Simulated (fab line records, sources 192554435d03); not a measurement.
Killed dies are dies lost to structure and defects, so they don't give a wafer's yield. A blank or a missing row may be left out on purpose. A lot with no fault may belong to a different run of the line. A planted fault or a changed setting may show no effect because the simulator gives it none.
Matching of chambers || flow n5 finfet || N5_BEOL_M5_CURE_79 on uv cure-01 has 3 sister chambers
The step cures SiCOH lowk, time 240 s. 3 wafers are shown with their chamber, then 11 later ones without.

WAFERS PAIRED WITH THEIR CHAMBERS
{"wafer": "L084.6", "chamber": 1, "wafer_temp_C_max": 387.7}
{"wafer": "L088.6", "chamber": 0, "wafer_temp_C_max": 388.6}
{"wafer": "L087.2", "chamber": 2, "wafer_temp_C_max": 386.5}

WAFERS WITH NO CHAMBER GIVEN
{"wafer": "L087.4", "wafer_temp_C_max": 387.3}
{"wafer": "L087.6", "wafer_temp_C_max": 387.0}
{"wafer": "L090.1", "wafer_temp_C_max": 388.3}
{"wafer": "L090.4", "wafer_temp_C_max": 387.8}
{"wafer": "L090.6", "wafer_temp_C_max": 388.1}
{"wafer": "L097.1", "wafer_temp_C_max": 386.6}
{"wafer": "L097.2", "wafer_temp_C_max": 387.7}
{"wafer": "L097.5", "wafer_temp_C_max": 387.7}
{"wafer": "L097.3", "wafer_temp_C_max": 387.1}
{"wafer": "L097.4", "wafer_temp_C_max": 387.6}
{"wafer": "L097.6", "wafer_temp_C_max": 386.9}

CHAMBER TAKEN BY EACH
{"wafer": "L087.4", "from the rows above": "can't be placed: 1 or 2", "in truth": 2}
{"wafer": "L087.6", "from the rows above": "can't be placed: 2 or 1", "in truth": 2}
{"wafer": "L090.1", "from the rows above": "can't be placed: 0 or 1", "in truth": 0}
{"wafer": "L090.4", "from the rows above": 1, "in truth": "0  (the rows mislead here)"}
{"wafer": "L090.6", "from the rows above": "can't be placed: 1 or 0", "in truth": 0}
{"wafer": "L097.1", "from the rows above": 2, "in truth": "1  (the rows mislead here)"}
{"wafer": "L097.2", "from the rows above": 1, "in truth": 1}
{"wafer": "L097.5", "from the rows above": 1, "in truth": 1}
{"wafer": "L097.3", "from the rows above": "can't be placed: 1 or 2", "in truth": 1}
{"wafer": "L097.4", "from the rows above": 1, "in truth": 1}
{"wafer": "L097.6", "from the rows above": "can't be placed: 2 or 1", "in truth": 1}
Placed correctly: 3 of 11. Not placeable from these rows: 6 (in 6, the candidates include the true chamber). 2 placed wrongly.
How it was worked out, from the rows above alone: a wafer's distance from a chamber is the root of the sum, over the readings, of the square of ((its reading less the chamber's mean) divided by the reading's scatter). If the next closest chamber is less than 2 further off than the closest, the wafer can't be placed; otherwise it belongs to the closest. For every chamber, the mean is computed from those of its wafers that are shown. The scatter (one wafer shown for each chamber): square how far every hidden wafer sits from the nearest shown wafer, average those squares and take the square root.
